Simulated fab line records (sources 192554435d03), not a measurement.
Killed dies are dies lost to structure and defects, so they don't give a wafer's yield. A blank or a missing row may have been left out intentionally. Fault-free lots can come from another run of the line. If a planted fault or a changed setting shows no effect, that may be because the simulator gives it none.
Chamber matching + flow n5_finfet + rie_diel-01 running N5_BEOL_M1_STRIP_36: 4 sister chambers
The step strips in N2/H2. 14 wafers are shown with their chamber, then 7 later ones without.

## EACH WAFER AND ITS CHAMBER
| wafer  | chamber | drypump_motor_current_A (A) | throttle_valve_pct (%) | oes_product_au (a.u.) |
|--------|---------|-----------------------------|------------------------|-----------------------|
| L928.2 | 1       | 5.8                         | 24.06                  | 0.88                  |
| L928.5 | 1       | 5.8                         | 24.06                  | 0.88                  |
| L928.6 | 0       | 6.2                         | 23.85                  | 0.71                  |
| L934.2 | 2       | 4.8                         | 23.56                  | 0.94                  |
| L934.4 | 3       | 5.2                         | 23.85                  | 0.78                  |
| L934.5 | 0       | 6.2                         | 23.87                  | 0.71                  |
| L935.2 | 3       | 5.2                         | 23.84                  | 0.75                  |
| L935.5 | 2       | 4.8                         | 23.58                  | 0.94                  |
| L935.6 | 0       | 6.1                         | 23.88                  | 0.71                  |
| L938.4 | 3       | 5.2                         | 23.85                  | 0.75                  |
| L938.5 | 2       | 4.8                         | 23.61                  | 0.91                  |
| L938.6 | 3       | 5.2                         | 23.84                  | 0.77                  |
| L937.1 | 3       | 5.2                         | 23.85                  | 0.76                  |
| L937.3 | 0       | 6.2                         | 23.91                  | 0.70                  |

SIGNATURES, as means of the wafers listed above
| reading                 | chamber 0 | chamber 1 | chamber 2 | chamber 3 | scatter within a chamber |
|-------------------------|-----------|-----------|-----------|-----------|--------------------------|
| drypump_motor_current_A | 6.175     | 5.800     | 4.800     | 5.200     | 0.0274                   |
| throttle_valve_pct      | 23.8775   | 24.0600   | 23.5833   | 23.8460   | 0.0181                   |
| oes_product_au          | 0.7075    | 0.8800    | 0.9300    | 0.7620    | 0.0116                   |
Rule: for each reading, subtract the chamber's mean from the wafer's reading, divide by that reading's scatter and square the result; add these up over the readings and take the root, which gives the wafer's distance from the chamber. If the next closest chamber is less than 2 further off than the closest, the wafer can't be placed; otherwise it belongs to the closest. The scatter is the square root of a quotient: the sum, over the shown wafers, of each reading's squared deviation from its chamber's mean, divided by wafers minus chambers.

## WAFERS WHOSE CHAMBER IS MISSING
| wafer  | drypump_motor_current_A (A) | throttle_valve_pct (%) | oes_product_au (a.u.) |
|--------|-----------------------------|------------------------|-----------------------|
| L937.4 | 4.8                         | 23.58                  | 0.92                  |
| L940.1 | 6.2                         | 23.90                  | 0.69                  |
| L940.3 | 5.8                         | 24.07                  | 0.86                  |
| L940.4 | 5.2                         | 23.87                  | 0.75                  |
| L948.3 | 5.2                         | 23.84                  | 0.74                  |
| L948.4 | 5.8                         | 24.08                  | 0.83                  |
| L948.6 | 5.9                         | 24.12                  | 0.83                  |

## WHICH CHAMBER EACH ONE RAN IN
| wafer  | from the rows above | in truth |
|--------|---------------------|----------|
| L937.4 | 2                   | 2        |
| L940.1 | 0                   | 0        |
| L940.3 | 1                   | 1        |
| L940.4 | 3                   | 3        |
| L948.3 | 3                   | 3        |
| L948.4 | 1                   | 1        |
| L948.6 | 1                   | 1        |
Correctly placed: 7 of 7. Not placeable from these rows: 0. Wrongly placed: 0.
